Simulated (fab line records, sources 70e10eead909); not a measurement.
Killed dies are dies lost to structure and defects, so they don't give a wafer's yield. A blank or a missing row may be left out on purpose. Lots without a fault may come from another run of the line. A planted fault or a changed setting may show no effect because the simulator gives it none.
One fault seen from 2 desks | flow nand_harc | each desk has only its own numbers; what lay behind them comes last

THE METROLOGY DESK
What the gauges read, lot by lot, whatever tool the lot ran on: means of the sampled wafers that have a number. A lot is out of limits, marked OUT, if its mean lies more than 4 standard deviations from the usual mean; the brackets give that distance.
Columns: A = cd_nm at NHARC_P_ZERO_WELL_CD_MEAS_11, usual 499.1 nm
lot  | first seen here | A
L498 | day 2 07:23     | 497.4
L499 | day 2 17:15     | 497.6
L500 | day 3 03:14     | 497.4
L501 | day 3 13:07     | 499.7
L502 | day 3 23:14     | 496.9
L503 | day 4 09:14     | 498.6
L504 | day 4 19:07     | 500.9
L505 | day 5 05:07     | 501.8
L509 | day 6 21:07     | 501.0
L510 | day 7 07:14     | 499.4
L514 | day 8 23:07     | 498.1
L518 | day 10 15:07    | 501.1
L520 | day 11 11:14    | 498.7
This desk's finding: nothing out of limits on any of the 13 lots.

THE TOOL OWNER'S DESK: litho_track-02
The tool's own readings at NHARC_P_ZERO_WELL_SOFTBAKE_06 (time 70 s): means of the sampled wafers that have a number, for each lot that ran on this tool. A lot is out of limits, marked OUT, if its mean lies more than 4 standard deviations from the usual mean; the brackets give that distance.
Columns: A = heater_power_total_W at NHARC_P_ZERO_WELL_SOFTBAKE_06, usual 201.0 W; B = plate_temp_C at NHARC_P_ZERO_WELL_SOFTBAKE_06, usual 125.01 C
lot  | first seen here | A                | B
L498 | day 2 06:00     | 202.7            | 125.01
L505 | day 5 04:00     | 202.0            | 124.87
L509 | day 6 20:00     | 200.8            | 124.76
L514 | day 8 22:00     | 213.9 (+9.9) OUT | 124.94
This desk's finding: out of limits on L514; first on L514, day 8 22:00 (heater_power_total_W at NHARC_P_ZERO_WELL_SOFTBAKE_06). In limits: L498, L505, L509.

PUT TOGETHER
The tool owner's desk could have raised an alarm at day 8 22:00, on L514.
The metrology desk saw nothing out of limits.
The metrology desk has L514 on record, within its limits.
Of the lots named, all ran NHARC_P_ZERO_WELL_SOFTBAKE_06 on litho_track-02.

WHAT THE SIMULATOR HAD PUT IN
Process parameter drift: litho_track-02, from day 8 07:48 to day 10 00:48, at NHARC_P_ZERO_WELL_SOFTBAKE_06. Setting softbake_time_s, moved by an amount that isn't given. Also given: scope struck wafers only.
Lots struck among those shown: L514.
Hours from the fault's start to each desk's first reading out of limits: the tool owner's desk, 14.
